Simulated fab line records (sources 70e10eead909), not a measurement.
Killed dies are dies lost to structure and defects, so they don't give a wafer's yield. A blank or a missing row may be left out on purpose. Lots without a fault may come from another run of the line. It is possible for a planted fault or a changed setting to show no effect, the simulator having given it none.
One fault seen from 2 desks ; flow nand harc ; what lay behind the numbers comes last; until then each desk has only its own

DESK OF THE TOOL OWNER: litho track-02
Per lot that ran on this tool, the mean of the sampled wafers carrying a number, from the tool's own readings at NHARC_P_STI_SOFTBAKE_04 (time 70 s). The brackets show how far a lot's mean lies from the usual mean; more than 4 standard deviations puts the lot out of limits, marked OUT.
Columns: A = heater power total W at NHARC_P_STI_SOFTBAKE_04, usual 200.7 W
lot;first seen here;A
L948;day 4 12:00;200.3
L950;day 5 09:00;201.6
L953;day 6 13:00;216.7 (+12) OUT
L954;day 6 23:00;234.9 (+26) OUT
L964;day 11 06:00;200.9
L967;day 12 11:00;200.1
This desk's verdict: out of limits on L953, L954, starting with L953 at day 6 13:00 (heater power total W at NHARC_P_STI_SOFTBAKE_04). L948, L950, L964, L967 stayed within limits.

THE METROLOGY DESK
Lot by lot, what the gauges showed, no matter which tool ran the lot: averages of those sampled wafers that carry a number. The brackets show how far a lot's mean lies from the usual mean; more than 4 standard deviations puts the lot out of limits, marked OUT.
Columns: A = cd nm at NHARC_P_ZERO_WELL_CD_MEAS_52, usual 2000.1 nm; B = cd nm at NHARC_P_STI_CD_MEAS_09, usual 199.4 nm; C = overlay x nm at NHARC_P_STI_OVL_MEAS_10, usual -1 nm; D = overlay y nm at NHARC_P_STI_OVL_MEAS_10, usual 2 nm
lot;first seen here;A;B;C;D
L944;day 2 01:36;1999.6;200.6;-7;3
L945;day 2 12:07;2000.9;201.5;16;5
L948;day 3 17:56;1999.1;200.3;2;-7
L949;day 4 03:56;2000.1;197.3;10;-1
L950;day 4 13:58;2001.0;199.4;17;3
L951;day 4 23:45;1999.6;197.5;-2;-1
L953;day 5 19:55;1999.8;199.6;4;3
L954;day 6 05:36;2000.6;194.8;-9;6
L955;day 6 15:50;1999.7;201.1;-1;5
L962;day 9 15:40;2000.3;201.3;-4;7
L964;day 10 10:25;1998.5;200.1;5;5
L965;day 10 19:35;1999.8;201.3;-11;5
L966;day 11 05:57;1998.6;201.8;-14;4
L967;day 11 15:56;2001.2;197.2;12;5
This desk's finding: nothing out of limits on any of the 14 lots.

PUT TOGETHER
At day 6 13:00, on L953, L954, the tool owner's desk was in a position to raise an alarm.
The metrology desk saw nothing out of limits.
The metrology desk holds a record of L953, L954, inside its limits.
On litho track-02, each named lot ran NHARC_P_STI_SOFTBAKE_04.

WHAT THE SIMULATOR PUT IN
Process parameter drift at NHARC_P_STI_SOFTBAKE_04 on litho track-02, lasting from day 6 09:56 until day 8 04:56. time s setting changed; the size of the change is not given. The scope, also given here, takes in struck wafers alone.
Struck lots among those shown: L953, L954.
Each desk's first reading out of limits, in hours after the fault started: the tool owner's desk, 3.
